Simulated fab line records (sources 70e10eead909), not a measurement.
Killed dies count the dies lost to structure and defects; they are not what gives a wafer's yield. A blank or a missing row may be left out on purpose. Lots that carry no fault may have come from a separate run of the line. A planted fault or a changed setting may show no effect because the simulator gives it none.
Chamber matching || flow nand_harc || ald_metal-03 running NHARC_A_WL_FILL_ALD_02: 4 sister chambers
The step deposits TiN, target thk 2 nm, pulse time 3 s, ald cycles 100. 8 wafers are shown with their chamber, then 7 later ones without.

== EACH WAFER AND ITS CHAMBER ==
{"wafer": "L079.2", "chamber": 1, "heater_power_w (W)": 1006, "precursor_pulse_height_rel": 0.991}
{"wafer": "L079.3", "chamber": 2, "heater_power_w (W)": 1111, "precursor_pulse_height_rel": 0.994}
{"wafer": "L079.5", "chamber": 1, "heater_power_w (W)": 1025, "precursor_pulse_height_rel": 0.997}
{"wafer": "L081.1", "chamber": 0, "heater_power_w (W)": 1073, "precursor_pulse_height_rel": 0.993}
{"wafer": "L081.2", "chamber": 2, "heater_power_w (W)": 1152, "precursor_pulse_height_rel": 1.004}
{"wafer": "L081.3", "chamber": 3, "heater_power_w (W)": 1225, "precursor_pulse_height_rel": 1.004}
{"wafer": "L083.3", "chamber": 0, "heater_power_w (W)": 1091, "precursor_pulse_height_rel": 0.985}
{"wafer": "L083.5", "chamber": 3, "heater_power_w (W)": 1227, "precursor_pulse_height_rel": 0.969}

== WAFERS WHOSE CHAMBER IS MISSING ==
{"wafer": "L083.6", "heater_power_w (W)": 1074, "precursor_pulse_height_rel": 0.998}
{"wafer": "L086.1", "heater_power_w (W)": 1084, "precursor_pulse_height_rel": 1.018}
{"wafer": "L086.2", "heater_power_w (W)": 1260, "precursor_pulse_height_rel": 0.991}
{"wafer": "L086.6", "heater_power_w (W)": 1119, "precursor_pulse_height_rel": 1.024}
{"wafer": "L096.1", "heater_power_w (W)": 1109, "precursor_pulse_height_rel": 1.005}
{"wafer": "L096.4", "heater_power_w (W)": 1286, "precursor_pulse_height_rel": 1.009}
{"wafer": "L096.5", "heater_power_w (W)": 1055, "precursor_pulse_height_rel": 1.008}

== EACH ONE'S CHAMBER ==
{"wafer": "L083.6", "from the rows above": 0, "in truth": 0}
{"wafer": "L086.1", "from the rows above": "can't be placed: 0 or 2", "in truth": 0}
{"wafer": "L086.2", "from the rows above": 3, "in truth": 3}
{"wafer": "L086.6", "from the rows above": "can't be placed: 2 or 0", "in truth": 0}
{"wafer": "L096.1", "from the rows above": "can't be placed: 2 or 0", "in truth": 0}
{"wafer": "L096.4", "from the rows above": 3, "in truth": 3}
{"wafer": "L096.5", "from the rows above": "can't be placed: 0 or 1", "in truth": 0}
3 of 7 placed correctly. From these rows, 4 cannot be placed; in 4 the true chamber is one of the candidates. Number placed wrongly: 0.
How it was worked out, from the rows above alone: a wafer's distance from a chamber is the root of the sum, over the readings, of the square of ((its reading less the chamber's mean) divided by the reading's scatter). The wafer belongs to the nearest chamber; if the next one is less than 2 further off, it can't be placed. The mean given for a chamber averages the wafers shown for that chamber. The scatter: take each reading less its chamber's mean, square it, sum over the shown wafers, divide by the number of wafers less the number of chambers, and take the root.
